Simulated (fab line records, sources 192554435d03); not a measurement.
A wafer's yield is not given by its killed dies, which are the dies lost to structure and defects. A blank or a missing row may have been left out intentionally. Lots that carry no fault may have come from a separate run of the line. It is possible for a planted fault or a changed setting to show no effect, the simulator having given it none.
Split-lot experiment | flow n5Finfet | route with 1938 steps; 7 lots, 21 wafers read

## SPLIT DETAILS
At N5_BEOL_M7_DESCUM_33 (chemistry O2, time 7 s), the setting timeS was moved away from the recipe's 7 s on 7 of the 21 wafers read, by -20.2% to +7.7%. This setting was run at the recipe's value on the other wafers.

## FROM SPLIT TO READING: 1 step shown by the file between the two
- N5_BEOL_M7_ETCH_72: etches underlayer in N2/H2, target depth 6.5 nm, time 5.2 s

## THE READING
CAR-EUV_of_BEOL_M7_COAT_22.thkNm (the simulator's own value, which no gauge read), in nm, at N5_BEOL_M7_ETCH_65 (etches SiARC in CF4, target depth 15.6 nm, time 26 s). No usual value for it is given in the file. The 14 wafers here that ran the recipe average 11.1 nm, standard deviation 0.14 nm.

wafer  | tool, chamber at the split | timeS as run, s | against the recipe | CAR-EUV_of_BEOL_M7_COAT_22.thkNm, nm | against lot-mates on the recipe
L078.2 | rieDiel-04, 0,0,1          | 7               | recipe             | 11.2                                 | -
L078.4 | rieDiel-04, 0,0,1          | 7               | recipe             | 11.2                                 | -
L078.5 | rieDiel-04, 0,0,1          | 7               | recipe             | 11.2                                 | -
L080.2 | rieDiel-01, 1,0            | 5.684           | -18.8%             | 11.8                                 | +0.6
L080.6 | rieDiel-01, 1,0            | 5.684           | -18.8%             | 11.8                                 | +0.6
L080.3 | rieDiel-01, 0              | 7               | recipe             | 11.2                                 | -
L083.2 | rieDiel-04, 2              | 5.586           | -20.2%             | 11.8                                 | +1.0
L083.4 | rieDiel-04, 3              | 5.586           | -20.2%             | 11.8                                 | +1.0
L083.5 | rieDiel-04, 1              | 7               | recipe             | 10.8                                 | -
L085.1 | rieDiel-05, 3              | 7.538           | +7.7%              | 10.8                                 | -0.3
L085.4 | rieDiel-05, 0,3            | 7               | recipe             | 11.2                                 | -
L085.6 | rieDiel-05, 0,3            | 7               | recipe             | 11                                   | -
L086.4 | rieDiel-05, 0              | 5.696           | -18.6%             | 12                                   | +0.8
L086.5 | rieDiel-05, 0              | 5.696           | -18.6%             | 12                                   | +0.8
L086.6 | rieDiel-05, 1              | 7               | recipe             | 11.2                                 | -
L091.3 | rieDiel-01, 2,3,3          | 7               | recipe             | 11                                   | -
L091.4 | rieDiel-01, 2,3,3          | 7               | recipe             | 11                                   | -
L091.6 | rieDiel-01, 2,3,3          | 7               | recipe             | 11.2                                 | -
L095.1 | rieDiel-04, 3,2,0          | 7               | recipe             | 11.2                                 | -
L095.2 | rieDiel-04, 3,2,0          | 7               | recipe             | 11.2                                 | -
L095.3 | rieDiel-04, 3,2,0          | 7               | recipe             | 11.4                                 | -
Where a row lists several chambers, the file gives one row for several wafers and doesn't say which wafer went through which chamber.

THE FIT
A straight line over all 21 wafers: CAR-EUV_of_BEOL_M7_COAT_22.thkNm changes by -0.0379 nm for each +1% of timeS; r = -0.94; the points scatter about the line by 0.14 nm.
The same after taking each lot's own level away (the mean of its wafers on the recipe; 21 wafers): -0.0417 nm for each +1%; r = -0.97; scatter 0.1 nm.
On that fit, the largest move of timeS shifts the reading by 0.84 nm.
The lots' own levels span 10.80 to 11.27 nm, that is 3.3 times the standard deviation above.
Consequently the slope shifts little with the lot-to-lot level, the two slopes agreeing.
Check: +0.81 nm against its lot-mates is what the line predicts for one of the wafers moved furthest among these (-20.2%) when that wafer is left out of the fit. It came out at +1 nm against them.

## THE WHOLE CHAIN: every reading that the file lists as answering this split, in the file's order
step                 | what it does                                                | reading                                                                           | change (the file's fit)                | r (the file's)
N5_BEOL_M7_DESCUM_33 | chemistry O2, time 7 s                                      | CAR-EUV_of_BEOL_M7_COAT_22.thkNm (the simulator's own value, which no gauge read) | -0.0361 nm for each +1% of the setting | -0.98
N5_BEOL_M7_ETCH_72   | etches underlayer in N2/H2, target depth 6.5 nm, time 5.2 s | CAR-EUV_of_BEOL_M7_COAT_22.thkNm (the simulator's own value, which no gauge read) | -0.04 nm for each +1% of the setting   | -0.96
N5_BEOL_M7_ETCH_65   | etches SiARC in CF4, target depth 15.6 nm, time 26 s        | CAR-EUV_of_BEOL_M7_COAT_22.thkNm (the simulator's own value, which no gauge read) | -0.0417 nm for each +1% of the setting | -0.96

## FILE'S OWN FIT
CAR-EUV_of_BEOL_M7_COAT_22.thkNm changes by -0.0417 nm for each +1% of timeS, r = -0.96.
